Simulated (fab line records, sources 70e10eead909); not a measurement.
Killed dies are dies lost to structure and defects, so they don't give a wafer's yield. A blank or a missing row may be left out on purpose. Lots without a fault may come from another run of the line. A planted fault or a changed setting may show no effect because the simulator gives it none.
fab line records | flow nand_harc
record lots=23 wafers=69 last_day=34
route steps=1302 shown A_M0@1150 A_M1@1183 A_BONDPAD@1202
lots that met no fault: from a run of the same line without faults
start_h: hours from the record's first day to the start of the lot's first wafer shown | wait_h: hours since the lot's step before | " the same as in the row above | L1.1+2: a row that stands for several wafers | - no value, or no start given | * or withheld: withheld | < > ~ a bound
route shown NAME@n: a module of which the file shows steps, and the number in the route of the first | usual: mean/standard deviation of fault-free wafers | same: alike in all rows | chamber/n: place in a boat | sites: the reading at each site | _std_site: their standard deviation | _edge_site: outer sites' mean less inner sites' | radius_mm: how far each site lies from the wafer's centre | mask NAME#n: copy n | behind: the tool/chamber that last shaped the wafer | hold: why the lot was held/for how many hours/how that ended | device: the transistor (n, p or np) that didn't switch | end of line: the same wafers' tests at the end of the route | a step without rows: its recipe alone | killed: dies lost to structure and defects at the first sort, not the wafer's yield | map: a wafer's dies, x killed, . not, _ none there
set.NAME: the setting as run; set.NAME@STEP: as run at that earlier step | model.NAME: the simulator's own value behind a step, which no gauge read
steps of the route over a sample of lots; a table a step, a row a wafer
services: from which hour (start_h, from the record's first day; less than 0 if before it) a tool's chamber was out of use, for how many hours, and why
## steps
# step NHARC_A_M0_DESCUM_14
# recipe time_s=3 o2_flow_sccm=200 ar_flow_sccm=0 bias_power_w=0 chemistry=O2
# usual drypump_motor_current_A=5.8/0.41 oes_product_au=0.996/0.0098 rf_vpp_V=57.9/0.84 showerhead_plenum_p_Torr=1.93/0.07 throttle_valve_pct=11.311/0.0093
# columns lot.wafer tool chamber start_h wait_h drypump_motor_current_A oes_product_au rf_hours_counter_h rf_vpp_V showerhead_plenum_p_Torr throttle_valve_pct
L075.2 rie_diel-01 2 529.44 0.1 6.4 1.017 4.9 57.5 2.02 11.318
L075.5 " 1 " " 5.4 1.007 - 57.9 1.79 11.310
L075.6 " 2 " " 6.4 1.016 - 58.9 2.02 11.317
L074.3 rie_diel-07 1 532.55 0.1 5.6 0.993 1.5 58.3 2.01 11.304
L074.2 " 2 " " 5.3 1.007 1.7 56.9 1.98 11.312
L074.6 " 1 " " 5.6 0.994 - 58.6 2.01 11.328
L076.1 rie_diel-07 1 556.06 0.1 5.6 1.004 2.3 58.3 2.01 11.319
L076.3 " 2 " " 5.3 1.007 2.4 58.2 1.98 11.289
L076.5 " 0 " " 6.4 1.010 - 58.2 1.92 11.299
L077.2 rie_diel-01 0 557.47 0.1 6.2 1.007 6.7 57.6 1.85 11.318
L077.6 " 1 " " 5.5 1.009 - 58.5 1.79 11.324
L077.5 " 2 " " 6.4 1.020 - 59.2 2.02 11.306
L078.2 rie_diel-07 0 562.31 0.1 6.4 0.999 2.5 57.3 1.92 11.305
L078.6 " 1 " " 5.6 0.990 - 58.3 2.01 11.309
L078.5 " 2 " " 5.3 1.001 - 56.9 1.98 11.308
L080.1 rie_diel-07 3 566.61 0.1 5.9 0.997 3.0 58.2 1.89 11.312
L080.2 " 0 " " 6.3 0.998 2.8 57.0 1.92 11.299
L080.6 " 0 " " 6.3 0.996 - 56.6 1.92 11.306
L079.1 rie_diel-01 1 600.09 0.1 5.4 1.012 1.9 58.1 1.79 11.307
L079.5 " 0 " " 6.2 0.985 - 58.4 1.85 11.299
L079.6 " 1 " " 5.5 1.012 - 57.7 1.79 11.319
L084.3 rie_diel-07 2 607.58 0.1 5.3 0.996 6.1 58.1 1.98 11.291
L084.5 " 0 " " 6.3 0.994 - 57.8 1.92 11.309
L084.6 " 1 " " 5.6 0.989 - 57.0 2.01 11.301
L081.3 rie_diel-07 0 615.45 0.1 6.3 0.986 6.7 58.3 1.92 11.321
L081.2 " 2 " " 5.3 1.005 6.3 59.0 1.98 11.317
L081.5 " 0 " " 6.3 0.995 - 57.6 1.92 11.310
L082.1 rie_diel-07 2 617.48 0.1 5.3 0.993 6.4 57.8 1.98 11.300
L082.5 " 3 " " 6.0 0.990 - 58.8 1.89 11.323
L082.4 " 0 " " 6.3 0.982 - 57.8 1.92 11.307
L083.1 rie_diel-07 2 621.93 0.1 5.3 0.999 6.7 56.7 1.98 11.300
L083.3 " 0 " " 6.4 0.991 7.1 57.6 1.92 11.322
L083.6 " 2 " " 5.4 0.999 - 57.4 1.98 11.307
L086.1 rie_diel-07 1 638.55 0.1 5.6 0.995 6.4 59.5 2.00 11.308
L086.2 " 2 " " 5.3 0.992 7.0 58.1 1.98 11.315
L086.6 " 0 " " 6.3 0.998 - 58.2 1.92 11.313
L085.3 rie_diel-07 2 644.01 0.1 5.3 0.994 7.5 58.2 1.98 11.317
L085.2 " 3 " " 6.0 0.976 6.8 57.1 1.89 11.305
L085.1 " 0 " " 6.4 0.989 7.7 57.7 1.92 11.309
L088.2 rie_diel-10 1 657.17 0.1 5.3 1.002 2.8 58.2 1.88 11.307
L088.3 " 3 " " 5.4 0.968 3.2 60.5 2.05 11.306
L088.1 " 0 " " 5.2 0.986 2.5 57.0 1.83 11.309
L087.2 rie_diel-07 3 659.36 0.1 5.9 0.998 0.1 58.0 1.89 11.322
L087.6 " 1 " " 5.6 0.985 - 58.3 2.00 11.316
L087.5 " 2 " " 5.3 0.996 - 58.1 1.98 11.313
L089.1 rie_diel-10 2 677.20 0.1 5.4 1.000 5.2 57.7 2.03 11.330
L089.3 " 0 " " 5.2 0.997 - 58.5 1.83 11.302
L089.5 " 0 " " 5.3 0.984 - 58.4 1.83 11.332
L091.2 rie_diel-01 3 685.49 0.1 6.0 1.001 5.5 58.7 1.94 11.326
L091.5 " 1 " " 5.5 1.010 - 57.5 1.79 11.299
L091.6 " 2 " " 6.4 1.006 - 58.0 2.02 11.311
L092.1 rie_diel-01 3 687.41 0.1 6.0 1.000 5.6 59.6 1.94 11.301
L092.6 " 3 " " 6.0 0.995 - 57.5 1.94 11.321
L092.5 " 0 " " 6.2 0.986 - 56.9 1.85 11.305
L090.3 rie_diel-10 2 689.13 0.1 5.4 0.990 5.7 59.3 2.03 11.329
L090.4 " 0 " " 5.2 0.994 4.7 57.8 1.83 11.309
L090.6 " 2 " " 5.4 1.006 - 59.8 2.03 11.302
L093.3 rie_diel-07 1 703.28 0.1 5.6 0.984 2.4 59.9 2.00 11.311
L093.1 " 0 " " 6.3 0.998 2.6 57.1 1.92 11.308
L093.6 " 1 " " 5.6 0.983 - 58.8 2.00 11.320
L094.1 rie_diel-01 1 732.85 0.1 5.4 1.016 11.2 59.3 1.79 11.296
L094.3 " 3 " " 6.0 1.002 10.2 57.1 1.94 11.318
L094.4 " 0 " " 6.2 0.984 12.8 58.1 1.85 11.306
L096.4 rie_diel-07 0 739.07 0.1 6.4 1.009 4.7 57.2 1.92 11.323
L096.3 " 1 " " 5.6 0.996 4.3 56.6 2.00 11.324
L096.5 " 3 " " 5.9 0.996 - 55.6 1.89 11.305
L097.1 rie_diel-07 3 765.86 0.1 5.9 0.998 5.8 56.9 1.89 11.313
L097.6 " 2 " " 5.3 0.987 - 58.8 1.98 11.299
L097.5 " 3 " " 6.0 0.991 - 58.1 1.89 11.303
# step NHARC_A_M0_THK_MEAS_24
# recipe thk_meas_gauge=xrf
# usual thk_nm=114.0/1.4
# columns lot.wafer tool chamber start_h wait_h thk_nm
L075.2 film_metro-01 - 531.75 - 113.4
L075.5 " - " " 111.9
L075.6 " - " " 115.9
L074.2 film_metro-01 - 534.86 - 115.9
L074.3 " - " " 112.4
L074.6 " - " " 116.1
L076.1 film_metro-02 - 558.36 - 115.2
L076.3 " - " " 115.8
L076.5 " - " " 115.6
L077.2 film_metro-01 - 559.76 - 112.5
L077.5 " - " " 114.5
L077.6 " - " " 115.3
L078.2 film_metro-02 - 564.60 - 114.5
L078.5 " - " " 112.5
L078.6 " - " " 114.0
L080.1 film_metro-01 - 569.25 - 114.9
L080.2 " - " " 113.4
L080.6 " - " " 113.7
L079.1 film_metro-01 - 602.41 - 112.0
L079.5 " - " " 114.5
L079.6 " - " " 112.4
L084.3 film_metro-02 - 609.89 - 114.5
L084.5 " - " " 113.9
L084.6 " - " " 112.8
L081.2 film_metro-02 - 617.87 - 114.1
L081.3 " - " " 113.8
L081.5 " - " " 116.0
L082.1 film_metro-02 - 619.81 - 113.9
L082.4 " - " " 114.4
L082.5 " - " " 113.7
L083.1 film_metro-02 - 624.30 - 116.0
L083.3 " - " " 113.7
L083.6 " - " " 115.9
L086.1 film_metro-01 - 640.85 - 115.5
L086.2 " - " " 113.4
L086.6 " - " " 114.4
L085.1 film_metro-02 - 646.34 - 115.0
L085.2 " - " " 112.5
L085.3 " - " " 114.8
L088.1 film_metro-02 - 659.53 - 112.5
L088.2 " - " " 112.5
L088.3 " - " " 112.6
L087.2 film_metro-01 - 661.65 - 113.7
L087.5 " - " " 113.7
L087.6 " - " " 113.1
L089.1 film_metro-01 - 679.58 - 114.0
L089.3 " - " " 112.8
L089.5 " - " " 116.0
L091.2 film_metro-02 - 687.79 - 114.6
L091.5 " - " " 113.6
L091.6 " - " " 112.5
L092.1 film_metro-01 - 689.80 - 116.9
L092.5 " - " " 113.6
L092.6 " - " " 113.3
L090.3 film_metro-01 - 691.46 - 111.7
L090.4 " - " " 114.3
L090.6 " - " " 115.5
L093.1 film_metro-01 - 705.61 - 113.9
L093.3 " - " " 114.2
L093.6 " - " " 114.0
L094.1 film_metro-02 - 735.17 - 113.7
L094.3 " - " " 112.3
L094.4 " - " " 111.3
L096.3 film_metro-01 - 741.40 - 114.0
L096.4 " - " " 113.5
L096.5 " - " " 113.9
L097.1 film_metro-02 - 768.25 - 111.3
L097.5 " - " " 116.2
L097.6 " - " " 115.6
# step NHARC_A_M1_ETCH_35
# recipe target_depth_a=400 overetch_a=120 time_s=43.94 ion_energy_ev=200 n2_flow_sccm=150 h2_flow_sccm=150 ar_flow_sccm=0 rf_w=400 bias_w=150 chemistry=N2/H2
# usual drypump_motor_current_A=5.8/0.39 h2_flow_sccm=150.0/0.41 n2_flow_sccm=150.0/0.37 oes_product_au=0.997/0.009 rf_vpp_V=430.3/2.4 showerhead_plenum_p_Torr=2.03/0.077 throttle_valve_pct=14.171/0.0089
# columns lot.wafer tool chamber start_h wait_h drypump_motor_current_A h2_flow_sccm n2_flow_sccm oes_product_au rf_hours_counter_h rf_vpp_V showerhead_plenum_p_Torr throttle_valve_pct
L075.2 rie_diel-12 3 533.57 0.1 6.3 149.9 149.8 1.000 3.7 426.9 1.92 14.169
L075.6 " 2 " " 5.2 149.8 150.0 1.002 - 433.1 2.13 14.177
L075.5 " 3 " " 6.3 150.0 149.4 0.993 - 426.9 1.92 14.167
L074.2 rie_diel-08 0 536.71 0.1 5.7 151.0 150.2 1.012 9.6 432.6 2.09 14.175
L074.3 " 1 " " 6.4 149.6 149.8 1.015 11.2 428.0 1.94 14.154
L074.6 " 0 " " 5.7 150.5 150.0 1.006 - 432.6 2.09 14.179
L076.3 rie_diel-12 1 560.39 0.1 5.2 149.4 149.9 1.007 4.7 433.0 2.14 14.172
L076.1 " 3 " " 6.3 150.3 150.9 0.996 4.8 426.9 1.92 14.167
L076.5 " 0 " " 5.4 149.9 149.6 0.999 - 429.0 2.01 14.167
L077.2 rie_diel-08 0 561.76 0.1 5.7 149.6 150.1 0.997 0.2 433.7 2.09 14.172
L077.6 " 1 " " 6.4 150.3 150.0 0.981 - 426.1 1.94 14.170
L077.5 " 2 " " 5.8 150.7 150.1 1.008 - 426.7 1.95 14.191
L078.2 rie_diel-12 3 566.42 0.1 6.3 149.6 150.3 0.999 5.4 427.1 1.92 14.161
L078.6 " 0 " " 5.4 149.6 149.7 0.996 - 430.7 2.01 14.163
L078.5 " 1 " " 5.2 149.8 149.7 1.009 - 435.2 2.13 14.174
L080.2 rie_diel-12 1 571.06 0.1 5.2 149.8 150.0 1.010 5.7 433.6 2.13 14.160
L080.1 " 2 " " 5.3 149.5 150.2 1.005 5.2 433.6 2.13 14.187
L080.6 " 1 " " 5.2 150.1 150.1 1.018 - 434.3 2.13 14.170
L079.1 rie_diel-13 2 604.25 0.1 5.6 150.2 149.4 0.977 2.1 425.0 1.92 14.179
L079.6 " 3 " " 6.0 149.7 150.0 0.998 - 432.9 2.11 14.192
L079.5 " 0 " " 6.0 149.9 150.4 0.987 - 430.9 2.04 14.159
L084.3 rie_diel-12 1 611.71 0.1 5.2 150.9 149.6 1.014 7.9 434.2 2.13 14.170
L084.5 " 1 " " 5.2 150.6 150.2 1.005 - 431.8 2.13 14.161
L084.6 " 2 " " 5.2 150.3 149.1 1.001 - 433.0 2.13 14.174
L081.3 rie_diel-12 1 619.69 0.1 5.2 150.2 149.7 1.006 8.0 433.9 2.13 14.174
L081.2 " 0 " " 5.4 150.3 150.6 1.000 8.6 429.8 2.01 14.178
L081.5 " 1 " " 5.2 150.1 149.8 1.015 - 432.7 2.13 14.161
L082.4 rie_diel-13 1 621.50 0.1 5.7 149.3 150.2 0.992 2.6 431.8 2.04 14.165
L082.1 " 2 " " 5.6 150.0 149.5 1.005 2.5 427.9 1.92 14.175
L082.5 " 2 " " 5.6 149.7 149.6 0.992 - 427.1 1.92 14.161
L083.1 rie_diel-13 0 626.15 0.1 6.0 149.4 149.9 0.989 2.8 429.5 2.04 14.181
L083.3 " 1 " " 5.7 150.0 149.9 0.988 3.2 430.3 2.03 14.188
L083.6 " 0 " " 6.0 149.9 149.8 0.994 - 430.4 2.04 14.170
L086.1 rie_diel-12 2 642.67 0.1 5.2 150.2 149.9 0.997 0.5 432.6 2.13 14.165
L086.2 " 1 " " 5.2 150.9 150.3 0.986 0.8 434.1 2.13 14.169
L086.6 " 3 " " 6.3 150.2 149.9 1.012 - 425.5 1.92 14.160
L085.3 rie_diel-08 0 648.16 0.1 5.7 150.6 150.5 1.005 5.1 432.9 2.09 14.166
L085.1 " 1 " " 6.5 150.2 149.9 0.993 4.4 428.1 1.94 14.179
L085.2 " 2 " " 5.8 150.1 149.7 1.003 5.6 424.8 1.95 14.162
L088.2 rie_diel-13 1 661.38 0.1 5.7 150.1 149.9 0.991 3.5 429.2 2.03 14.186
L088.3 " 2 " " 5.6 150.3 149.9 0.991 3.6 427.8 1.92 14.165
L088.1 " 0 " " 6.1 150.4 150.6 0.997 3.1 429.8 2.04 14.180
L087.2 rie_diel-13 1 663.50 0.1 5.8 150.1 149.9 0.994 3.6 430.6 2.04 14.184
L087.6 " 0 " " 6.0 149.8 149.8 0.994 - 431.2 2.04 14.164
L087.5 " 1 " " 5.7 150.2 150.4 1.004 - 431.7 2.04 14.173
L089.1 rie_diel-13 3 681.41 0.1 6.0 150.0 150.5 1.009 3.3 432.8 2.11 14.171
L089.3 " 1 " " 5.7 149.9 149.8 0.992 4.0 429.4 2.03 14.163
L089.5 " 2 " " 5.6 149.6 149.9 0.988 - 426.4 1.92 14.181
L091.2 rie_diel-13 3 689.51 0.1 6.0 149.8 150.3 1.014 3.6 431.7 2.11 14.186
L091.5 " 0 " " 6.0 150.3 150.4 0.996 - 431.4 2.04 14.176
L091.6 " 1 " " 5.7 150.1 149.3 0.999 - 431.6 2.03 14.175
L092.1 rie_diel-12 2 691.67 0.1 5.3 149.5 150.0 1.005 4.4 432.8 2.13 14.180
L092.5 " 3 " " 6.2 149.8 150.2 0.999 - 428.2 1.92 14.157
L092.6 " 2 " " 5.3 150.0 150.0 0.997 - 433.0 2.13 14.176
L090.3 rie_diel-13 0 693.27 0.1 6.0 150.4 150.2 0.988 4.0 428.9 2.04 14.171
L090.4 " 1 " " 5.7 149.5 149.7 0.990 4.4 430.3 2.03 14.157
L090.6 " 0 " " 6.1 150.4 150.1 0.996 - 429.7 2.04 14.175
L093.1 rie_diel-08 1 707.33 0.1 6.4 150.1 149.8 0.997 5.1 427.3 1.94 14.160
L093.3 " 2 " " 5.8 149.8 150.7 0.984 8.2 428.0 1.94 14.179
L093.6 " 2 " " 5.8 149.8 150.7 0.991 - 427.5 1.95 14.180
L094.4 rie_diel-12 0 736.95 0.1 5.4 150.0 149.8 0.982 7.0 429.9 2.01 14.168
L094.3 " 1 " " 5.2 150.5 149.5 0.979 6.9 431.6 2.13 14.171
L094.1 " 3 " " 6.3 149.4 150.0 0.992 6.2 427.0 1.92 14.172
L096.4 rie_diel-13 1 743.22 0.1 5.7 150.5 150.1 0.998 1.1 429.2 2.03 14.164
L096.3 " 3 " " 6.0 149.2 150.1 0.991 0.8 431.6 2.11 14.175
L096.5 " 2 " " 5.6 150.3 151.0 0.998 - 426.9 1.92 14.179
L097.1 rie_diel-08 2 770.00 0.1 5.8 149.6 150.2 1.007 1.1 428.2 1.95 14.169
L097.6 " 3 " " 6.4 150.2 149.8 1.000 - 430.4 2.06 14.161
L097.5 " 0 " " 5.7 150.0 149.8 0.993 - 432.0 2.09 14.182
# step NHARC_A_BONDPAD_DEP_00
# recipe target_thk_a=2500 temp_c=370 target_thk_nm=250 pressure_torr=3 flow_sccm=200 rf_w=450 material=SiCN
# usual heater_power_w=597/71 showerhead_vpp_V=1340/60 susceptor_temp_C=369.98/0.22
# columns lot.wafer tool chamber start_h wait_h heater_power_w showerhead_vpp_V susceptor_temp_C
L075.2 pecvd-01 1 536.80 - 511 1282 369.80
L075.6 " 1 " " 513 1278 369.97
L075.5 " 2 " " 565 1328 369.53
L074.3 pecvd-04 0 539.94 - 699 1303 369.78
L074.2 " 2 " " 501 1310 369.83
L074.6 " 2 " " 516 1341 369.86
L076.3 pecvd-04 2 563.61 - 459 1318 369.64
L076.1 " 0 " " 720 1289 370.04
L076.5 " 0 " " 733 1267 370.06
L077.2 pecvd-01 2 565.07 - 629 1331 369.58
L077.5 " 0 " " 635 1385 370.00
L077.6 " 2 " " 489 1343 369.93
L078.2 pecvd-04 1 - - 580 1348 370.31
L078.6 " 2 " " 501 1300 370.11
L078.5 " 1 " " 597 1347 370.66
L080.2 pecvd-04 2 574.32 - 461 1306 369.99
L080.1 " 0 " " 741 1293 370.11
L080.6 " 0 " " 591 1282 370.04
L079.1 pecvd-03 1 607.49 - 637 1355 369.85
L079.5 " 1 " " 639 1366 369.98
L079.6 " 0 " " 592 1513 369.83
L084.3 pecvd-03 1 - - 662 1385 370.14
L084.6 " 1 " " 666 1378 370.35
L084.5 " 2 " " 672 1317 370.23
L081.3 pecvd-03 1 622.98 - 622 1364 370.13
L081.2 " 2 " " 573 1295 369.99
L081.5 " 2 " " 584 1298 370.07
L082.1 pecvd-03 1 624.85 - 632 1336 369.73
L082.5 " 1 " " 639 1371 369.90
L082.4 " 2 " " 620 1269 369.64
L083.1 pecvd-01 2 629.35 - 548 1349 370.09
L083.3 " 0 " " 679 1366 369.93
L083.6 " 1 " " 484 1276 370.00
L086.2 pecvd-03 1 - - 564 1370 370.00
L086.1 " 2 " " 651 1298 370.00
L086.6 " 0 " " 615 1496 370.03
L085.3 pecvd-04 0 651.36 - 701 1295 370.10
L085.2 " 1 " " 551 1347 370.08
L085.1 " 2 " " 530 1323 370.05
L088.3 pecvd-01 2 664.84 - 602 1333 370.34
L088.1 " 0 " " 637 1323 370.24
L088.2 " 1 " " 556 1257 369.77
L087.2 pecvd-04 1 666.71 - 554 1334 369.86
L087.5 " 1 " " 573 1371 370.18
L087.6 " 2 " " 480 1331 370.14
L089.1 pecvd-03 0 684.77 - 596 1465 369.94
L089.3 " 1 " " 657 1350 370.17
L089.5 " 0 " " 611 1505 370.12
L091.2 pecvd-03 2 692.72 - 560 1287 369.78
L091.6 " 2 " " 580 1283 370.03
L091.5 " 1 " " 651 1344 369.96
L092.1 pecvd-03 0 - - 636 1481 370.20
L092.5 " 1 " " 669 1357 369.86
L092.6 " 0 " " 519 1468 370.22
L090.3 pecvd-04 0 - - 720 1272 370.16
L090.6 " 0 " " 581 1268 370.13
L090.4 " 2 " " 549 1350 370.09
L093.1 pecvd-04 1 710.58 - 487 1353 369.77
L093.3 " 2 " " 504 1307 370.58
L093.6 " 1 " " 505 1331 369.83
L094.1 pecvd-04 1 - - 546 1357 369.80
L094.3 " 2 " " 539 1306 369.74
L094.4 " 1 " " 563 1324 369.98
L096.3 pecvd-01 2 746.41 - 532 1336 369.89
L096.5 " 2 " " 532 1347 369.77
L096.4 " 0 " " 749 1316 369.91
L097.1 pecvd-04 2 - - 552 1309 369.86
L097.6 " 2 " " 574 1334 369.76
L097.5 " 1 " " 580 1369 369.76
# step NHARC_A_BONDPAD_OVL_MEAS_35
# usual overlay_x_nm=-1/6.6 overlay_y_nm=-2/5.1
# columns lot.wafer tool chamber start_h wait_h overlay_x_nm overlay_y_nm
L075.2 overlay-01 - 538.11 - -18 -7
L075.5 " - " " -18 -7
L075.6 " - " " -18 -6
L074.2 overlay-01 - 541.15 - -5 -3
L074.3 " - " " -6 -3
L074.6 " - " " -5 -3
L076.1 overlay-02 - 564.78 - 1 -6
L076.3 " - " " 1 -6
L076.5 " - " " 1 -6
L077.2 overlay-02 - 566.19 - 6 1
L077.5 " - " " 6 1
L077.6 " - " " 6 1
L078.2 overlay-02 - 571.01 - -2 -1
L078.5 " - " " -3 -1
L078.6 " - " " -2 -1
L080.1 overlay-02 - 575.46 - -13 4
L080.2 " - " " -13 4
L080.6 " - " " -13 4
L079.1 overlay-02 - 608.81 - 6 -11
L079.5 " - " " 6 -11
L079.6 " - " " 6 -11
L084.3 overlay-02 - 616.08 - 4 -6
L084.5 " - " " 5 -6
L084.6 " - " " 4 -6
L081.2 overlay-02 - 624.28 - -1 -1
L081.3 " - " " -1 -2
L081.5 " - " " 0 -2
L082.1 overlay-02 - 626.15 - -6 -7
L082.4 " - " " -6 -8
L082.5 " - " " -7 -7
L083.1 overlay-02 - 630.66 - -10 -3
L083.3 " - " " -9 -2
L083.6 " - " " -9 -3
L086.1 overlay-01 - 647.25 - -7 1
L086.2 " - " " -7 1
L086.6 " - " " -7 1
L085.1 overlay-02 - 652.54 - 9 10
L085.2 " - " " 9 9
L085.3 " - " " 8 9
L088.1 overlay-02 - 666.18 - -5 -6
L088.2 " - " " -5 -5
L088.3 " - " " -5 -5
L087.2 overlay-02 - 668.05 - -1 2
L087.5 " - " " -1 1
L087.6 " - " " -1 2
L089.1 overlay-02 - 686.03 - -1 3
L089.3 " - " " -1 3
L089.5 " - " " -1 3
L091.2 overlay-02 - 694.03 - -5 0
L091.5 " - " " -5 0
L091.6 " - " " -5 0
L092.1 overlay-02 - 697.72 - 2 -14
L092.5 " - " " 2 -14
L092.6 " - " " 3 -14
L090.3 overlay-01 - 698.03 - 7 3
L090.4 " - " " 7 3
L090.6 " - " " 7 3
L093.1 overlay-01 - 711.85 - 3 -4
L093.3 " - " " 3 -4
L093.6 " - " " 4 -4
L094.1 overlay-02 - 741.45 - 2 -5
L094.3 " - " " 2 -5
L094.4 " - " " 3 -5
L096.3 overlay-02 - 747.72 - 2 0
L096.4 " - " " 2 0
L096.5 " - " " 2 0
L097.1 overlay-02 - 774.38 - 5 1
L097.5 " - " " 5 1
L097.6 " - " " 5 1
# step NHARC_A_BONDPAD_STRIP_15
# recipe o2_flow_sccm=500 ar_flow_sccm=0 bias_w=0 chemistry=O2
# usual drypump_motor_current_A=5.73/0.25 oes_product_au=1.000/0.01 rf_vpp_V=57.8/0.86 showerhead_plenum_p_Torr=3.53/0.15 throttle_valve_pct=17.036/0.0096
# columns lot.wafer tool chamber start_h wait_h drypump_motor_current_A oes_product_au rf_hours_counter_h rf_vpp_V showerhead_plenum_p_Torr throttle_valve_pct
L075.2 rie_diel-03 1 538.67 0.1 5.64 0.983 2 58.3 3.43 17.043
L075.5 " 2 " " 6.03 0.996 - 57.5 3.50 17.030
L075.6 " 3 " " 5.70 1.005 - 56.5 3.32 17.029
L074.2 rie_diel-04 3 541.66 0.1 5.95 1.004 0 58.1 3.47 17.040
L074.3 " 1 " " 5.52 1.008 0 59.4 3.71 17.038
L074.6 " 0 " " 5.77 1.002 - 59.4 3.69 17.028
L076.3 rie_diel-03 2 565.29 0.1 6.04 1.003 2 57.1 3.50 17.028
L076.1 " 3 " " 5.67 1.006 2 56.8 3.32 17.056
L076.5 " 3 " " 5.68 1.001 - 57.2 3.32 17.026
L077.2 rie_diel-03 0 566.75 0.1 5.39 0.990 2 57.8 3.36 17.035
L077.6 " 1 " " 5.65 0.984 - 57.7 3.43 17.056
L077.5 " 2 " " 6.00 0.991 - 56.4 3.50 17.027
L078.2 rie_diel-03 2 571.52 0.1 6.04 1.008 2 58.0 3.50 17.020
L078.5 " 2 " " 6.04 1.000 - 57.0 3.50 17.043
L078.6 " 3 " " 5.66 1.014 - 56.6 3.32 17.036
L080.1 rie_diel-03 1 575.98 0.1 5.63 0.984 2 57.4 3.43 17.022
L080.2 " 3 " " 5.62 1.005 2 57.7 3.32 17.048
L080.6 " 1 " " 5.64 0.979 - 57.0 3.43 17.030
L079.1 rie_diel-03 2 609.39 0.1 6.04 0.999 3 56.2 3.50 17.030
L079.6 " 1 " " 5.63 0.975 - 56.1 3.43 17.045
L079.5 " 2 " " 6.07 0.995 - 58.0 3.50 17.039
L084.3 rie_diel-02 3 616.61 0.1 5.94 1.001 15 58.2 3.74 17.030
L084.6 " 2 " " 5.11 1.008 - 57.8 3.80 17.031
L084.5 " 3 " " 5.91 0.994 - 58.4 3.74 17.049
L081.3 rie_diel-03 0 624.81 0.1 5.37 0.998 4 56.9 3.36 17.041
L081.2 " 1 " " 5.64 0.987 4 58.6 3.43 17.031
L081.5 " 2 " " 6.01 1.010 - 57.3 3.50 17.028
L082.1 rie_diel-04 0 626.73 0.1 5.82 0.996 15 57.4 3.69 17.028
L082.4 " 1 " " 5.52 1.010 9 58.3 3.70 17.018
L082.5 " 0 " " 5.79 1.004 - 58.8 3.69 17.024
L083.3 rie_diel-02 1 631.18 0.1 5.94 1.022 19 58.5 3.39 17.044
L083.1 " 3 " " 5.93 1.008 19 57.8 3.74 17.020
L083.6 " 1 " " 5.93 1.028 - 57.4 3.39 17.036
L086.2 rie_diel-04 0 647.78 0.1 5.83 0.991 17 58.0 3.68 17.044
L086.1 " 1 " " 5.52 1.008 12 58.3 3.70 17.043
L086.6 " 0 " " 5.82 0.990 - 57.3 3.68 17.036
L085.3 rie_diel-04 0 653.06 0.1 5.82 0.984 18 57.3 3.68 17.027
L085.1 " 1 " " 5.51 1.010 13 57.8 3.70 17.045
L085.2 " 3 " " 5.93 0.994 18 56.4 3.46 17.027
L088.2 rie_diel-04 1 666.69 0.1 5.52 1.012 15 59.3 3.70 17.033
L088.1 " 2 " " 5.61 1.013 20 56.8 3.72 17.048
L088.3 " 0 " " 5.80 0.997 20 58.2 3.68 17.045
L087.2 rie_diel-03 1 668.60 0.1 5.66 0.988 0 58.1 3.43 17.046
L087.6 " 2 " " 6.03 0.992 - 58.0 3.50 17.030
L087.5 " 1 " " 5.65 0.990 - 58.4 3.43 17.035
L089.3 rie_diel-04 2 686.55 0.1 5.61 1.008 24 59.3 3.72 17.034
L089.1 " 0 " " 5.79 1.009 24 58.2 3.68 17.042
L089.5 " 2 " " 5.63 1.007 - 57.1 3.72 17.045
L091.2 rie_diel-04 2 694.58 0.1 5.62 1.013 25 57.7 3.72 17.020
L091.6 " 0 " " 5.80 1.000 - 58.1 3.68 17.045
L091.5 " 1 " " 5.54 1.008 - 58.5 3.69 17.029
L092.1 rie_diel-03 1 698.29 0.1 5.65 0.990 2 57.7 3.43 17.031
L092.6 " 2 " " 6.03 0.995 - 58.3 3.50 17.026
L092.5 " 3 " " 5.62 1.000 - 58.8 3.32 17.049
L090.4 rie_diel-04 3 698.56 0.1 5.94 0.988 25 58.4 3.46 17.038
L090.3 " 1 " " 5.51 1.007 21 57.6 3.69 17.037
L090.6 " 3 " " 5.97 0.988 - 57.2 3.46 17.034
L093.1 rie_diel-02 3 712.38 0.1 5.93 0.996 50 58.4 3.72 17.031
L093.3 " 0 " " 6.25 1.021 47 56.0 3.29 17.022
L093.6 " 2 " " 5.12 1.019 - 58.6 3.78 17.039
L094.3 rie_diel-04 3 741.98 0.1 5.92 1.012 5 57.4 3.45 17.022
L094.1 " 0 " " 5.81 0.993 6 58.2 3.68 17.044
L094.4 " 1 " " 5.51 1.003 5 57.9 3.69 17.034
L096.4 rie_diel-04 0 748.23 0.1 5.82 0.990 7 58.7 3.68 17.029
L096.3 " 3 " " 5.96 1.007 7 58.0 3.45 17.045
L096.5 " 1 " " 5.50 1.003 - 57.4 3.69 17.036
L097.1 rie_diel-03 1 774.94 0.1 5.65 0.985 4 57.4 3.43 17.049
L097.6 " 2 " " 6.05 0.993 - 56.4 3.50 17.034
L097.5 " 3 " " 5.67 1.005 - 59.3 3.32 17.039
## services
# columns tool chamber start_h hours kind
rie_diel-13 - 519.00 9.0 pm
rie_diel-04 - 532.41 9.0 pm
rie_diel-12 1 552.02 4.2 repair
pecvd-04 0 554.86 5.8 repair
pecvd-04 - 573.26 0.7 repair
rie_diel-07 3 588.84 4.2 repair
rie_diel-12 3 589.69 3.0 repair
rie_diel-12 2 590.97 2.5 repair
rie_diel-07 1 610.61 13.4 repair
rie_diel-12 3 613.56 2.9 repair
rie_diel-03 3 621.71 6.9 repair
rie_diel-12 - 622.57 9.0 pm
rie_diel-07 3 630.05 4.0 repair
pecvd-04 - 631.08 13.0 pm
rie_diel-07 - 648.20 9.0 pm
rie_diel-03 - 654.72 9.0 pm
rie_diel-03 1 671.94 4.3 repair
pecvd-04 0 674.02 8.6 repair
rie_diel-07 - 688.35 1.0 repair
rie_diel-04 - 709.41 9.0 pm
rie_diel-03 0 754.62 5.8 repair
rie_diel-07 0 755.16 5.4 repair
rie_diel-07 1 760.92 5.6 repair
rie_diel-07 1 767.12 35.9 repair
## key
fault none
